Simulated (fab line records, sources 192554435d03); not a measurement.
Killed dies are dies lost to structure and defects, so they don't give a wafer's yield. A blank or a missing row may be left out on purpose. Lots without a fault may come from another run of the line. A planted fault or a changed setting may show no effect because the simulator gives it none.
Split-lot experiment | flow n5_finfet | 7 lots, 21 wafers read, on a route of 1938 steps

THE SPLIT
At N5_SD_EPI_P_PEB_07 (peb time 60 s), the setting peb_time_s was moved away from the recipe's 60 s on 2 of the 21 wafers read, by -22.5% to -5.7%. The other wafers ran this setting at the recipe's value.

FROM THE SPLIT TO THE READING: what the file shows between them, 1 step
- N5_SD_EPI_P_DEVELOP_08: develop time 30 s

THE READING
cd_nm, in nm, at N5_SD_EPI_P_CD_MEAS_09 (target cd 240 nm). Fault-free wafers of this fab line usually give 239.6 nm, standard deviation 0.79 nm.

wafer  | tool, chamber at the split | peb_time_s as run, s | against the recipe | cd_nm, nm | against lot-mates on the recipe
L075.1 | litho_track-01, 0          | 60                   | recipe             | 239.3     | -
L075.2 | litho_track-01, 0          | 60                   | recipe             | 240.0     | -
L075.6 | litho_track-01, 0          | 60                   | recipe             | 239.4     | -
L081.1 | litho_track-02, 0          | 60                   | recipe             | 239.0     | -
L081.3 | litho_track-02, 0          | 60                   | recipe             | 240.5     | -
L081.6 | litho_track-02, 0          | 60                   | recipe             | 239.5     | -
L082.1 | litho_track-02, 0          | 60                   | recipe             | 239.3     | -
L082.3 | litho_track-02, 0          | 60                   | recipe             | 239.2     | -
L082.5 | litho_track-02, 0          | 46.52                | -22.5%             | 230.3     | -8.9
L083.2 | litho_track-05, 0          | 60                   | recipe             | 239.8     | -
L083.4 | litho_track-05, 0          | 60                   | recipe             | 239.5     | -
L083.6 | litho_track-05, 0          | 60                   | recipe             | 240.2     | -
L084.2 | litho_track-01, 0          | 60                   | recipe             | 239.1     | -
L084.5 | litho_track-01, 0          | 60                   | recipe             | 239.8     | -
L084.6 | litho_track-01, 0          | 60                   | recipe             | 240.7     | -
L087.3 | litho_track-05, 0          | 60                   | recipe             | 239.8     | -
L087.4 | litho_track-05, 0          | 60                   | recipe             | 240.6     | -
L087.5 | litho_track-05, 0          | 60                   | recipe             | 240.3     | -
L089.1 | litho_track-05, 0          | 60                   | recipe             | 239.5     | -
L089.5 | litho_track-05, 0          | 60                   | recipe             | 239.8     | -
L089.6 | litho_track-05, 0          | 56.6                 | -5.7%              | 236.6     | -3.1

THE FIT
A straight line over all 21 wafers: cd_nm changes by +0.427 nm for each +1% of peb_time_s; r = +0.97; the points scatter about the line by 0.53 nm.
The same after taking each lot's own level away (the mean of its wafers on the recipe; 21 wafers): +0.405 nm for each +1%; r = +0.98; scatter 0.46 nm.
On that fit, the largest move of peb_time_s shifts the reading by 9.1 nm.
The lots' own levels span 239.25 to 240.23 nm, that is 1.2 times the standard deviation above.
So the lot-to-lot level changes the slope little: the two slopes agree.
Check: with one of the wafers moved furthest among these (-22.5%) left out of the fit, the line predicts -12.1 nm for it against its lot-mates. It came out at -8.95 nm against them.

OTHER SPLITS ON THESE WAFERS
These wafers also went through other splits before the reading. Each is held against what the fit with the lots' levels taken away leaves over:
other split on the same wafers            | wafers away from the commonest value | r with cd_nm (lot level and that fit taken away)
N5_ZERO_LAYER_DEVELOP_10 develop_time_s   | 7                                    | -0.38
N5_PMOS_HMC_CHANNEL_EPI_EXPOSE_06 dose_mj | 7                                    | +0.07
N5_FIN_CUT_COAT_02 spin_rpm               | 8                                    | -0.11
N5_DUMMY_GATE_COAT_34 spin_rpm            | 6                                    | +0.36
N5_DUMMY_GATE_COAT_28 spin_rpm            | 10                                   | +0.14

THE WHOLE CHAIN: every reading that the file lists as answering this split, in the file's order
step                   | what it does             | reading                                                         | change (the file's fit)               | r (the file's)
N5_SD_EPI_P_CD_MEAS_09 | target cd 240 nm         | cd_nm                                                           | +0.405 nm for each +1% of the setting | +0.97
N5_SD_EPI_P_DESCUM_14  | chemistry O2, time 7.9 s | SD_EPI_P.cd_nm (the simulator's own value, which no gauge read) | +0.428 nm for each +1% of the setting | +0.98

THE FILE'S OWN FIT
cd_nm changes by +0.405 nm for each +1% of peb_time_s, r = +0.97.
